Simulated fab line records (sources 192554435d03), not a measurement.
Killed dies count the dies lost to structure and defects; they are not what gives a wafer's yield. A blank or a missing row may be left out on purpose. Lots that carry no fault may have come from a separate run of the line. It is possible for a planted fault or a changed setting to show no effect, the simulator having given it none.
fab line records	flow n5Finfet
record: lots: 24	wafers: 72	lastDay: 17
route steps=1938 shown BEOL_M11@1554
lots untouched by any fault: they come from a run of this same line in which no faults occurred
startH: the number of hours between the record's first day and the start of the first shown wafer of the lot	waitH: hours elapsed since this lot's preceding step	" unchanged from the row above	L1.1+2: one row covering several wafers at once	- either no value or no given start	* or withheld: withheld	< > ~ a bound
route shown NAME@n: a module of which the file shows steps, and the number in the route of the first	usual: mean/standard deviation of fault-free wafers	same: alike in all rows	chamber/n: place in a boat	sites: each site's reading	_std_site: the values' standard deviation	_edge_site: outer sites' mean less inner sites'	radiusMm: how far each site lies from the wafer's centre	mask NAME#n: copy n	behind: the most recent tool/chamber to have shaped the wafer	hold: the reason the lot was held/the length of the hold in hours/how it ended	device: names the non-switching transistor (n, p or np)	end of line: the same wafers' tests at the end of the route	a step given without rows: its recipe and nothing more	killed: count of dies lost to structure and defects at first sort (not the wafer's yield)	map: per-die view of a wafer (x killed, . not killed, _ where there is no die)
set.NAME: the setting as run; set.NAME@STEP: as run at that earlier step	model.NAME: the simulator's own value behind a step, which no gauge read
a sample of lots followed through the steps of the route, with each step as a table and each wafer as a row
services: from which hour (startH, from the record's first day; less than 0 if before it) a tool's chamber was out of use, for how many hours, and why
== steps ==
step: N5_BEOL_M11_ETCH_62
recipe: chemistry: N2/H2	target: SOC	targetDepthA: 1100	overetchA: 220	maskMaterial: SiARC	tempC: 40	timeS: 165	ionEnergyEv: 200	pressureMtorr: 30	sourceW: 840	biasW: 150	n2FlowSccm: 200	h2FlowSccm: 200
usual: drypumpMotorCurrentA: 5.8/0.45	oesProductAu: 0.65/0.064	rfFwdPowerW: 837.7/2.7	rfVppV: 523.5/2.8	showerheadPlenumPTorr: 2.53/0.098	throttleValvePct: 17.80/0.22
lot.wafer	tool	chamber	startH	waitH	drypumpMotorCurrentA	oesProductAu	rfFwdPowerW	rfHoursCounterH	rfVppV	showerheadPlenumPTorr	throttleValvePct
L074.2	rieDiel-04	1	220.74	0.0	6.5	0.62	838.1	189	523.5	2.50	17.51
L074.5	"	3	"	"	5.4	0.72	832.3	-	521.7	2.49	17.80
L074.6	"	0	"	"	6.6	0.68	837.7	-	529.5	2.67	18.07
L075.1	rieDiel-04	2	226.39	0.0	5.6	0.63	838.7	152	524.6	2.56	17.57
L075.2	"	3	"	"	5.4	0.72	832.4	72	521.7	2.49	17.79
L075.4	"	1	"	"	6.5	0.61	832.6	190	521.9	2.50	17.53
L076.1	rieDiel-04	0	239.16	0.0	6.5	0.67	834.7	120	526.2	2.66	18.10
L076.2	"	3	"	"	5.4	0.72	838.8	76	521.6	2.49	17.81
L076.4	"	2	"	"	5.6	0.62	842.9	156	523.3	2.56	17.57
L077.1	rieDiel-05	2	241.70	0.0	5.5	0.72	839.1	54	525.6	2.60	17.51
L077.4	"	0	"	"	6.1	0.58	838.9	227	519.0	2.40	17.99
L077.6	"	1	"	"	5.7	0.65	836.4	-	518.2	2.34	17.91
L078.1	rieDiel-01	2	246.10	0.0	5.5	0.58	834.5	241	525.5	2.63	18.13
L078.3	"	1	"	"	5.6	0.60	836.8	204	522.8	2.53	18.13
L078.5	"	1	"	"	5.6	0.60	834.3	-	524.2	2.53	18.13
L079.3	rieDiel-04	0	258.70	0.0	6.6	0.67	835.1	126	527.6	2.66	18.10
L079.4	"	2	"	"	5.6	0.62	835.9	163	525.1	2.55	17.59
L079.6	"	1	"	"	6.5	0.60	835.3	-	522.1	2.50	17.55
L080.1	rieDiel-04	0	264.01	0.0	6.5	0.67	840.9	128	527.2	2.66	18.11
L080.2	"	3	"	"	5.4	0.71	834.6	84	520.3	2.49	17.82
L080.6	"	1	"	"	6.6	0.60	839.2	-	522.4	2.50	17.55
L081.3	rieDiel-05	3	272.29	0.0	5.6	0.61	833.8	213	519.7	2.42	17.81
L081.5	"	1	"	"	5.7	0.64	840.3	-	519.3	2.34	17.93
L081.6	"	0	"	"	6.1	0.58	832.0	-	519.9	2.40	18.01
L083.2	rieDiel-05	3	272.54	0.0	5.5	0.61	837.1	213	519.5	2.42	17.82
L083.5	"	1	"	"	5.7	0.65	834.1	-	518.4	2.34	17.95
L083.6	"	0	"	"	6.0	0.58	839.0	-	520.1	2.40	18.00
L082.1	rieDiel-05	3	272.83	0.0	5.5	0.61	836.5	213	519.6	2.42	17.81
L082.3	"	1	"	"	5.7	0.64	839.7	132	517.9	2.34	17.94
L082.6	"	0	"	"	6.1	0.58	841.4	-	521.0	2.40	18.00
L085.2	rieDiel-01	1	290.99	0.0	5.6	0.58	836.3	219	522.4	2.52	18.16
L085.4	"	3	"	"	5.5	0.58	837.4	-	526.0	2.61	17.90
L085.5	"	1	"	"	5.6	0.59	836.3	-	523.1	2.52	18.16
L084.1	rieDiel-01	0	291.72	0.0	5.3	0.77	841.9	35	527.1	2.59	17.53
L084.2	"	1	"	"	5.6	0.58	836.4	219	525.3	2.52	18.17
L084.5	"	0	"	"	5.3	0.77	839.6	-	524.1	2.59	17.52
L086.1	rieDiel-04	3	302.36	0.0	5.4	0.70	832.1	95	521.4	2.48	17.84
L086.2	"	0	"	"	6.6	0.66	834.6	137	527.9	2.66	18.11
L086.6	"	1	"	"	6.5	0.59	839.0	-	523.5	2.49	17.56
L087.1	rieDiel-05	2	319.79	0.0	5.6	0.70	833.9	73	524.3	2.59	17.54
L087.3	"	3	"	"	5.5	0.61	839.0	227	521.2	2.42	17.84
L087.4	"	3	"	"	5.5	0.61	843.1	-	518.1	2.42	17.84
L088.1	rieDiel-04	0	320.04	0.0	6.6	0.66	839.0	143	526.9	2.65	18.14
L088.4	"	1	"	"	6.5	0.59	837.9	217	523.4	2.49	17.56
L088.5	"	1	"	"	6.5	0.59	840.6	-	523.0	2.49	17.58
L089.1	rieDiel-04	1	322.59	0.0	6.5	0.59	837.8	218	521.5	2.49	17.60
L089.2	"	0	"	"	6.5	0.66	840.0	144	527.2	2.65	18.15
L089.6	"	3	"	"	5.4	0.69	841.8	-	522.0	2.48	17.84
L091.2	rieDiel-01	0	326.36	0.0	5.3	0.75	840.3	46	526.1	2.59	17.55
L091.4	"	3	"	"	5.5	0.57	839.4	254	524.8	2.60	17.92
L091.5	"	3	"	"	5.5	0.57	839.1	-	526.0	2.60	17.91
L090.1	rieDiel-04	2	328.69	0.0	5.6	0.61	838.3	182	523.7	2.55	17.62
L090.3	"	0	"	"	6.6	0.66	837.4	146	526.6	2.65	18.13
L090.6	"	1	"	"	6.5	0.59	838.4	-	524.6	2.49	17.57
L092.2	rieDiel-05	3	332.41	0.0	5.6	0.60	840.9	233	518.4	2.41	17.87
L092.4	"	2	"	"	5.5	0.69	838.8	-	524.9	2.59	17.57
L092.5	"	0	"	"	6.0	0.79	838.1	-	528.3	2.71	17.53
L093.1	rieDiel-04	3	344.65	0.0	5.4	0.70	841.8	108	521.8	2.48	17.87
L093.4	"	0	"	"	6.6	0.65	835.6	152	525.6	2.65	18.14
L093.6	"	1	"	"	6.5	0.58	836.4	-	522.8	2.49	17.57
L094.3	rieDiel-01	0	348.36	0.0	5.3	0.75	840.3	54	524.5	2.58	17.57
L094.5	"	0	"	"	5.3	0.73	839.1	-	526.5	2.58	17.56
L094.6	"	1	"	"	5.6	0.58	837.7	-	522.8	2.52	18.20
L096.1	rieDiel-05	2	348.50	0.0	5.5	0.68	839.9	85	524.4	2.59	17.55
L096.4	"	3	"	"	5.5	0.60	835.9	-	520.1	2.41	17.86
L096.5	"	2	"	"	5.6	0.69	835.7	-	524.0	2.59	17.58
L095.3	rieDiel-04	1	361.05	0.0	6.6	0.58	837.2	231	522.6	2.49	17.59
L095.5	"	3	"	"	5.4	0.68	839.9	-	520.8	2.47	17.87
L095.6	"	2	"	"	5.6	0.60	835.8	-	522.3	2.54	17.63
L097.3	rieDiel-05	0	369.86	0.0	6.1	0.77	838.9	11	527.9	2.70	17.54
L097.4	"	3	"	"	5.5	0.60	838.3	-	519.8	2.41	17.88
L097.5	"	0	"	"	6.1	0.77	835.5	-	529.2	2.70	17.53
step: N5_BEOL_M11_CD_MEAS_18
recipe: pitchNm: 140	targetCdNm: 70
usual: cdNm: 70.0/0.62
lot.wafer	tool	chamber	startH	waitH	cdNm
L074.2	cdSem-03	-	221.11	0.1	69.7
L074.5	"	-	"	"	70.0
L074.6	"	-	"	"	69.9
L075.1	cdSem-01	-	226.79	0.0	71.0
L075.2	"	-	"	"	70.1
L075.4	"	-	"	"	70.6
L076.1	cdSem-01	-	239.62	0.0	69.6
L076.2	"	-	"	"	69.8
L076.4	"	-	"	"	69.7
L077.1	cdSem-02	-	242.14	0.0	69.9
L077.4	"	-	"	"	68.6
L077.6	"	-	"	"	68.7
L078.1	cdSem-02	-	246.57	0.1	69.8
L078.3	"	-	"	"	69.5
L078.5	"	-	"	"	69.5
L079.3	cdSem-02	-	259.07	0.1	70.8
L079.4	"	-	"	"	70.2
L079.6	"	-	"	"	70.2
L080.1	cdSem-03	-	264.38	0.0	69.7
L080.2	"	-	"	"	69.9
L080.6	"	-	"	"	71.0
L081.3	cdSem-02	-	272.78	0.1	70.0
L081.5	"	-	"	"	69.9
L081.6	"	-	"	"	70.2
L083.2	cdSem-02	-	272.94	0.1	70.2
L083.5	"	-	"	"	70.1
L083.6	"	-	"	"	70.9
L082.1	cdSem-01	-	273.20	0.0	69.6
L082.3	"	-	"	"	69.4
L082.6	"	-	"	"	70.0
L085.2	cdSem-01	-	291.37	0.1	70.0
L085.4	"	-	"	"	70.3
L085.5	"	-	"	"	69.7
L084.1	cdSem-01	-	292.09	0.0	68.9
L084.2	"	-	"	"	69.8
L084.5	"	-	"	"	69.1
L086.1	cdSem-02	-	302.72	0.0	69.7
L086.2	"	-	"	"	71.0
L086.6	"	-	"	"	70.0
L087.1	cdSem-01	-	320.16	0.0	69.9
L087.3	"	-	"	"	69.3
L087.4	"	-	"	"	70.5
L088.1	cdSem-01	-	320.41	0.0	69.9
L088.4	"	-	"	"	70.6
L088.5	"	-	"	"	69.4
L089.1	cdSem-01	-	322.95	0.0	70.2
L089.2	"	-	"	"	71.1
L089.6	"	-	"	"	70.9
L091.2	cdSem-02	-	326.73	0.1	70.8
L091.4	"	-	"	"	70.8
L091.5	"	-	"	"	69.8
L090.1	cdSem-02	-	329.06	0.0	69.9
L090.3	"	-	"	"	68.9
L090.6	"	-	"	"	69.1
L092.2	cdSem-02	-	332.91	0.1	70.3
L092.4	"	-	"	"	70.4
L092.5	"	-	"	"	69.9
L093.1	cdSem-02	-	345.01	0.0	69.9
L093.4	"	-	"	"	69.2
L093.6	"	-	"	"	69.3
L094.3	cdSem-03	-	348.74	0.1	68.8
L094.5	"	-	"	"	69.2
L094.6	"	-	"	"	69.3
L096.1	cdSem-03	-	348.87	0.0	70.0
L096.4	"	-	"	"	71.2
L096.5	"	-	"	"	71.5
L095.3	cdSem-01	-	361.45	0.1	70.3
L095.5	"	-	"	"	71.0
L095.6	"	-	"	"	70.9
L097.3	cdSem-01	-	370.29	0.1	69.4
L097.4	"	-	"	"	69.6
L097.5	"	-	"	"	69.6
step: N5_BEOL_M11_CURE_72
recipe: tempC: 370	timeS: 120	ambient: DMADMS/He	material: SiCOH_lowk
usual: lampPowerPct: 52.30/0.053	wafer_temp_C_max: 371.7/0.6
lot.wafer	tool	chamber	startH	waitH	lampPowerPct	wafer_temp_C_max
L074.2	uvCure-02	0	222.34	0.1	52.26	371.5
L074.5	"	0	"	"	52.24	371.3
L074.6	"	0	"	"	52.28	371.4
L075.1	uvCure-01	2	229.90	0.0	52.31	371.3
L075.2	"	2	"	"	52.33	370.6
L075.4	"	2	"	"	52.40	371.0
L076.1	uvCure-02	2	241.26	0.0	52.46	370.8
L076.2	"	2	"	"	52.33	370.8
L076.4	"	2	"	"	52.23	370.7
L077.1	uvCure-03	0	245.23	0.0	52.23	371.8
L077.4	"	0	"	"	52.34	371.5
L077.6	"	0	"	"	52.31	372.1
L078.1	uvCure-01	1	249.38	0.0	52.35	372.0
L078.3	"	1	"	"	52.31	372.0
L078.5	"	1	"	"	52.33	371.3
L079.3	uvCure-01	2	260.45	0.1	52.35	371.2
L079.4	"	2	"	"	52.32	371.0
L079.6	"	2	"	"	52.33	371.3
L080.1	uvCure-02	1	266.95	0.0	52.32	371.7
L080.2	"	1	"	"	52.31	372.3
L080.6	"	1	"	"	52.41	372.1
L082.1	uvCure-01	0	276.42	0.0	52.36	371.9
L082.3	"	0	"	"	52.20	372.0
L082.6	"	0	"	"	52.27	372.4
L081.3	uvCure-02	2	276.74	0.2	52.30	371.3
L081.5	"	2	"	"	52.31	370.9
L081.6	"	2	"	"	52.30	371.5
L083.2	uvCure-03	2	276.78	0.4	52.27	372.3
L083.5	"	2	277.98	1.6	52.27	372.5
L083.6	"	2	"	"	52.24	372.3
L085.2	uvCure-01	2	295.14	0.1	52.23	371.2
L085.4	"	2	"	"	52.24	371.3
L085.5	"	2	"	"	52.36	371.2
L084.1	uvCure-01	1	295.55	0.0	52.28	371.5
L084.2	"	1	"	"	52.31	372.0
L084.5	"	1	"	"	52.38	371.6
L086.1	uvCure-03	0	306.19	0.1	52.26	371.9
L086.2	"	0	"	"	52.27	370.9
L086.6	"	0	"	"	52.27	371.9
L088.1	uvCure-02	2	322.72	0.0	52.27	370.9
L088.4	"	2	"	"	52.28	371.1
L088.5	"	2	"	"	52.28	371.2
L087.1	uvCure-01	0	322.89	0.0	52.42	371.2
L087.3	"	0	"	"	52.31	371.3
L087.4	"	0	"	"	52.34	371.5
L089.1	uvCure-03	2	324.34	0.0	52.26	372.5
L089.2	"	2	"	"	52.21	372.9
L089.6	"	2	"	"	52.25	372.2
L091.2	uvCure-03	1	328.16	0.1	52.25	372.0
L091.4	"	1	"	"	52.34	372.3
L091.5	"	1	"	"	52.35	372.6
L090.1	uvCure-03	2	330.59	0.0	52.32	372.9
L090.3	"	2	"	"	52.25	372.6
L090.6	"	2	"	"	52.34	373.5
L092.2	uvCure-03	2	334.93	0.1	52.33	372.1
L092.4	"	2	"	"	52.23	372.1
L092.5	"	2	"	"	52.29	372.7
L093.1	uvCure-01	0	346.71	0.0	52.26	371.6
L093.4	"	0	"	"	52.40	371.6
L093.6	"	0	"	"	52.24	372.1
L094.3	uvCure-02	1	358.78	0.1	52.28	371.4
L094.5	"	1	"	"	52.29	371.6
L094.6	"	1	"	"	52.32	371.5
L096.1	uvCure-03	1	358.90	0.0	52.32	372.1
L096.4	"	1	"	"	52.33	371.8
L096.5	"	1	"	"	52.21	373.0
L095.3	uvCure-03	2	363.47	0.2	52.26	371.9
L095.5	"	2	"	"	52.31	371.9
L095.6	"	2	"	"	52.36	372.3
L097.3	uvCure-02	2	371.59	0.1	52.44	371.0
L097.4	"	2	"	"	52.31	370.8
L097.5	"	2	"	"	52.30	371.2
step: N5_BEOL_M11_CMP_52
recipe: stopOn: SiCOH_lowk	tOverpolishS: 7	downForcePsi: 1	platenRpm: 50	clearingPlatenDownForcePsi: 1.5	clearingPlatenRpm: 50	postCmpClean: cuAlkaline	targetThkNm: 140	clearingPlatenPadVelocityMS: 0.99484	padVelocityMS: 0.99484
usual: barrierFieldEndpointS: 28.6/0.9	motorCurrentA: 5.9/0.76	overpolishRunS: 6.999/0.0094	slurryFilterDpKPa: 13.53/0.14	timeToEndpointS: 64/4.3
lot.wafer	tool	chamber	startH	waitH	barrierFieldEndpointS	motorCurrentA	overpolishRunS	slurryFilterDpKPa	timeToEndpointS
L074.2	cmp-04	2	225.78	0.2	28.7	7.4	6.998	13.31	65
L074.5	"	2	"	"	29.0	7.2	6.989	13.41	65
L074.6	"	3	"	"	28.7	5.9	6.998	13.58	65
L075.4	cmp-02	3	231.92	0.1	29.2	5.4	6.988	13.82	63
L075.2	"	0	"	"	28.9	5.4	7.006	13.75	58
L075.1	"	2	"	"	28.2	6.4	6.997	13.65	60
L076.1	cmp-04	3	244.59	0.3	29.1	5.9	6.984	13.62	67
L076.4	"	0	"	"	28.6	4.9	6.992	13.73	62
L076.2	"	2	"	"	28.7	7.5	6.985	13.59	63
L077.1	cmp-02	1	247.72	0.3	28.6	5.2	6.998	13.67	61
L077.4	"	2	"	"	28.7	6.7	7.007	13.42	62
L077.6	"	2	"	"	28.4	6.5	7.023	13.68	66
L078.1	cmp-02	2	252.32	0.3	28.9	6.3	6.996	13.35	66
L078.3	"	3	"	"	28.3	5.2	6.997	13.45	66
L078.5	"	1	"	"	28.2	5.4	7.001	13.62	63
L079.4	cmp-02	3	262.78	0.1	29.4	5.5	7.008	13.49	69
L079.3	"	1	"	"	27.1	5.4	7.002	13.79	61
L079.6	"	3	"	"	28.1	5.3	7.013	13.59	69
L080.2	cmp-02	3	269.40	0.2	29.4	5.1	7.004	13.51	67
L080.1	"	0	"	"	28.1	5.4	7.015	13.28	61
L080.6	"	3	"	"	28.5	5.2	6.996	13.64	65
L082.1	cmp-02	0	278.71	0.3	27.0	5.3	6.995	13.53	55
L082.3	"	3	"	"	28.7	5.4	6.997	13.38	64
L082.6	"	1	"	"	27.8	5.3	6.984	13.60	57
L081.3	cmp-04	3	278.87	0.2	28.4	5.5	6.997	13.77	64
L081.5	"	1	"	"	27.9	6.8	6.992	13.66	57
L081.6	"	2	"	"	28.7	7.4	7.009	13.68	62
L083.2	cmp-04	0	281.55	0.2	27.3	4.9	6.986	13.56	56
L083.6	"	3	"	"	28.6	5.6	6.993	13.56	58
L083.5	"	0	"	"	27.8	5.1	7.015	13.56	56
L085.4	cmp-01	3	298.06	0.2	30.5	5.2	6.999	13.50	70
L085.2	"	1	"	"	30.3	6.5	6.995	13.60	74
L085.5	"	3	"	"	30.0	5.8	6.991	13.44	69
L084.2	cmp-02	0	298.35	0.3	27.0	5.6	7.003	13.34	61
L084.1	"	1	"	"	27.7	5.2	6.990	13.29	60
L084.5	"	2	"	"	29.2	6.9	6.987	13.66	65
L086.1	cmp-02	3	309.00	0.3	29.2	5.0	6.996	13.62	68
L086.2	"	2	"	"	28.7	6.7	6.995	13.49	63
L086.6	"	3	"	"	29.2	5.2	7.003	13.52	68
L088.1	cmp-01	3	325.04	0.3	29.5	5.7	6.992	13.51	71
L088.4	"	1	"	"	29.4	6.4	7.002	13.34	72
L088.5	"	0	"	"	30.6	5.2	6.995	13.65	72
L087.1	cmp-04	3	325.48	0.3	28.3	5.5	6.989	13.47	66
L087.3	"	0	"	"	27.6	5.2	7.007	13.52	62
L087.4	"	1	"	"	27.2	6.4	6.995	13.47	60
L089.1	cmp-04	1	326.16	0.3	27.3	7.1	6.996	13.53	59
L089.2	"	0	"	"	29.1	4.9	7.003	13.51	64
L089.6	"	2	"	"	29.9	7.2	7.010	13.50	63
L091.4	cmp-01	1	331.35	0.2	29.7	7.2	7.004	13.33	67
L091.2	"	3	"	"	28.7	5.6	6.988	13.71	65
L091.5	"	1	"	"	29.6	6.5	7.003	13.64	69
L090.1	cmp-01	0	332.65	0.3	28.0	5.1	7.003	13.89	66
L090.3	"	1	"	"	28.8	6.6	7.002	13.42	69
L090.6	"	0	"	"	30.2	5.2	6.993	13.36	69
L092.4	cmp-04	0	338.75	0.1	27.0	5.1	6.985	13.50	63
L092.2	"	3	"	"	26.8	5.8	7.001	13.51	65
L092.5	"	1	"	"	27.3	6.8	7.003	13.56	57
L093.1	cmp-02	0	348.98	0.3	28.1	5.2	7.003	13.59	61
L093.4	"	2	"	"	29.0	6.7	6.992	13.65	66
L093.6	"	0	"	"	28.2	5.4	6.988	13.49	62
L094.3	cmp-04	1	361.72	0.2	27.7	6.5	7.002	13.44	59
L094.5	"	3	"	"	28.6	5.5	6.983	13.32	61
L094.6	"	0	"	"	27.6	4.7	6.989	13.58	59
L096.4	cmp-01	1	361.91	0.1	28.3	6.3	6.991	13.52	64
L096.1	"	3	"	"	28.4	5.9	6.992	13.50	65
L096.5	"	1	"	"	28.7	6.5	7.007	13.55	65
L095.3	cmp-04	1	365.38	0.3	27.1	6.9	7.001	13.50	60
L095.5	"	2	"	"	28.7	7.2	6.995	13.51	65
L095.6	"	3	"	"	29.2	5.5	6.986	13.43	66
L097.4	cmp-04	3	373.91	0.2	28.4	5.7	6.992	13.52	67
L097.3	"	1	"	"	27.8	6.4	6.987	13.41	61
L097.5	"	3	"	"	29.4	6.0	7.012	13.42	67
step: N5_BEOL_M11_THK_MEAS_53
recipe: thkMeasGauge: xrf	reads: Cu_of_BEOL_M11_ECD_50
usual: M11_THK: 137.8/2.3
lot.wafer	tool	chamber	startH	waitH	M11_THK[nm]
L074.2	filmMetro-02	-	226.07	-	135.8
L074.5	"	-	"	"	138.6
L074.6	"	-	"	"	136.5
L075.1	filmMetro-01	-	232.21	-	138.6
L075.2	"	-	"	"	137.8
L075.4	"	-	"	"	134.8
L076.1	filmMetro-02	-	244.88	-	134.0
L076.2	"	-	"	"	137.4
L076.4	"	-	"	"	139.0
L077.1	filmMetro-01	-	248.02	-	138.9
L077.4	"	-	"	"	136.9
L077.6	"	-	"	"	134.4
L078.1	filmMetro-01	-	252.58	-	140.3
L078.3	"	-	"	"	137.2
L078.5	"	-	"	"	136.0
L079.3	filmMetro-01	-	263.08	-	135.4
L079.4	"	-	"	"	140.3
L079.6	"	-	"	"	142.7
L080.1	filmMetro-01	-	269.66	-	140.3
L080.2	"	-	"	"	139.2
L080.6	"	-	"	"	139.3
L082.1	filmMetro-01	-	279.01	-	138.4
L082.3	"	-	"	"	137.0
L082.6	"	-	"	"	134.4
L081.3	filmMetro-02	-	279.09	-	138.5
L081.5	"	-	"	"	133.4
L081.6	"	-	"	"	136.2
L083.2	filmMetro-01	-	281.80	-	133.3
L083.5	"	-	"	"	132.8
L083.6	"	-	"	"	136.2
L085.2	filmMetro-01	-	298.32	-	141.5
L085.4	"	-	"	"	137.7
L085.5	"	-	"	"	137.1
L084.1	filmMetro-02	-	298.57	-	140.5
L084.2	"	-	"	"	138.4
L084.5	"	-	"	"	136.0
L086.1	filmMetro-01	-	309.29	-	140.7
L086.2	"	-	"	"	136.9
L086.6	"	-	"	"	137.2
L088.1	filmMetro-02	-	325.34	-	137.6
L088.4	"	-	"	"	136.7
L088.5	"	-	"	"	137.2
L087.1	filmMetro-02	-	325.74	-	137.9
L087.3	"	-	"	"	139.8
L087.4	"	-	"	"	134.2
L089.1	filmMetro-02	-	326.46	-	136.1
L089.2	"	-	"	"	134.3
L089.6	"	-	"	"	132.9
L091.2	filmMetro-02	-	331.61	-	136.4
L091.4	"	-	"	"	140.8
L091.5	"	-	"	"	136.2
L090.1	filmMetro-02	-	332.95	-	137.1
L090.3	"	-	"	"	137.0
L090.6	"	-	"	"	138.3
L092.2	filmMetro-02	-	339.05	-	140.2
L092.4	"	-	"	"	139.5
L092.5	"	-	"	"	135.7
L093.1	filmMetro-02	-	349.24	-	139.9
L093.4	"	-	"	"	139.6
L093.6	"	-	"	"	138.8
L094.3	filmMetro-01	-	361.94	-	138.4
L094.5	"	-	"	"	137.1
L094.6	"	-	"	"	139.6
L096.1	filmMetro-02	-	362.21	-	137.5
L096.4	"	-	"	"	143.0
L096.5	"	-	"	"	138.3
L095.3	filmMetro-01	-	365.56	-	140.1
L095.5	"	-	"	"	139.2
L095.6	"	-	"	"	142.9
L097.3	filmMetro-02	-	374.17	-	135.6
L097.4	"	-	"	"	138.0
L097.5	"	-	"	"	135.6
step: N5_BEOL_M11_RS_MEAS_57
recipe: thkMeasGauge: four-point-probe	reads: Cu_of_BEOL_M11_ECD_50+Co_of_BEOL_M11_CVD_75+TaN_of_BEOL_M11_ALD_74
usual: M11_RS: 0.1521/0.0027
lot.wafer	tool	chamber	startH	waitH	M11_RS[ohm/sq]
L074.2	filmMetro-02	-	226.20	0.0	0.1541
L074.5	"	-	"	"	0.1516
L074.6	"	-	"	"	0.1544
L075.1	filmMetro-02	-	232.33	0.0	0.1515
L075.2	"	-	"	"	0.1525
L075.4	"	-	"	"	0.1565
L076.1	filmMetro-01	-	245.01	0.0	0.1558
L076.2	"	-	"	"	0.1522
L076.4	"	-	"	"	0.1499
L077.1	filmMetro-02	-	248.14	0.0	0.1506
L077.4	"	-	"	"	0.1519
L077.6	"	-	"	"	0.1555
L078.1	filmMetro-01	-	252.70	0.0	0.1474
L078.3	"	-	"	"	0.1521
L078.5	"	-	"	"	0.1532
L079.3	filmMetro-02	-	263.20	0.0	0.1556
L079.4	"	-	"	"	0.1498
L079.6	"	-	"	"	0.1467
L080.1	filmMetro-02	-	269.78	0.0	0.1486
L080.2	"	-	"	"	0.1483
L080.6	"	-	"	"	0.1491
L082.1	filmMetro-01	-	279.13	0.0	0.1519
L082.3	"	-	"	"	0.1538
L082.6	"	-	"	"	0.1573
L081.3	filmMetro-02	-	279.21	0.0	0.1508
L081.5	"	-	"	"	0.1568
L081.6	"	-	"	"	0.1532
L083.2	filmMetro-01	-	281.93	0.0	0.1588
L083.5	"	-	"	"	0.1585
L083.6	"	-	"	"	0.1545
L085.2	filmMetro-01	-	298.44	0.0	0.1472
L085.4	"	-	"	"	0.1517
L085.5	"	-	"	"	0.1524
L084.1	filmMetro-01	-	298.69	0.0	0.1497
L084.2	"	-	"	"	0.1528
L084.5	"	-	"	"	0.1563
L086.1	filmMetro-01	-	309.42	0.0	0.1479
L086.2	"	-	"	"	0.1526
L086.6	"	-	"	"	0.1524
L088.1	filmMetro-02	-	325.47	0.0	0.1513
L088.4	"	-	"	"	0.1522
L088.5	"	-	"	"	0.1513
L087.1	filmMetro-02	-	325.86	0.0	0.1532
L087.3	"	-	"	"	0.1504
L087.4	"	-	"	"	0.1568
L089.1	filmMetro-02	-	326.58	0.0	0.1536
L089.2	"	-	"	"	0.1551
L089.6	"	-	"	"	0.1574
L091.2	filmMetro-01	-	331.73	0.0	0.1537
L091.4	"	-	"	"	0.1485
L091.5	"	-	"	"	0.1542
L090.1	filmMetro-01	-	333.07	0.0	0.1520
L090.3	"	-	"	"	0.1516
L090.6	"	-	"	"	0.1507
L092.2	filmMetro-01	-	339.17	0.0	0.1495
L092.4	"	-	"	"	0.1505
L092.5	"	-	"	"	0.1551
L093.1	filmMetro-02	-	349.36	0.0	0.1492
L093.4	"	-	"	"	0.1497
L093.6	"	-	"	"	0.1511
L094.3	filmMetro-02	-	362.06	0.0	0.1518
L094.5	"	-	"	"	0.1526
L094.6	"	-	"	"	0.1505
L096.1	filmMetro-02	-	362.33	0.0	0.1539
L096.4	"	-	"	"	0.1469
L096.5	"	-	"	"	0.1522
L095.3	filmMetro-01	-	365.72	0.0	0.1519
L095.5	"	-	"	"	0.1524
L095.6	"	-	"	"	0.1482
L097.3	filmMetro-02	-	374.29	0.0	0.1536
L097.4	"	-	"	"	0.1513
L097.5	"	-	"	"	0.1541
== services ==
tool	chamber	startH	hours	kind
rieDiel-05	1	199.14	22.3	repair
rieDiel-04	-	219.11	0.4	repair
uvCure-01	-	220.82	7.1	pm
cmp-01	-	223.82	5.5	pm
uvCure-03	-	246.03	7.1	pm
rieDiel-05	2	262.35	13.6	repair
cmp-04	-	263.94	6.4	repair
cmp-02	-	272.17	5.4	pm
rieDiel-05	-	292.60	0.7	repair
cmp-01	-	300.96	0.5	repair
uvCure-02	-	307.73	6.0	pm
cmp-04	-	310.87	5.1	repair
uvCure-02	-	313.73	7.1	pm
cmp-04	-	321.17	4.0	pm
cmp-01	-	323.62	0.4	repair
rieDiel-05	1	328.40	64.7	repair
cmp-02	-	329.36	1.6	repair
uvCure-01	-	331.57	6.0	pm
rieDiel-05	0	348.81	15.9	repair
uvCure-03	-	354.24	2.1	pm
uvCure-02	-	363.69	0.4	repair
cmp-02	-	364.59	1.0	repair
uvCure-01	-	371.75	1.0	pm
rieDiel-05	-	372.31	2.8	pm
== key ==
fault none
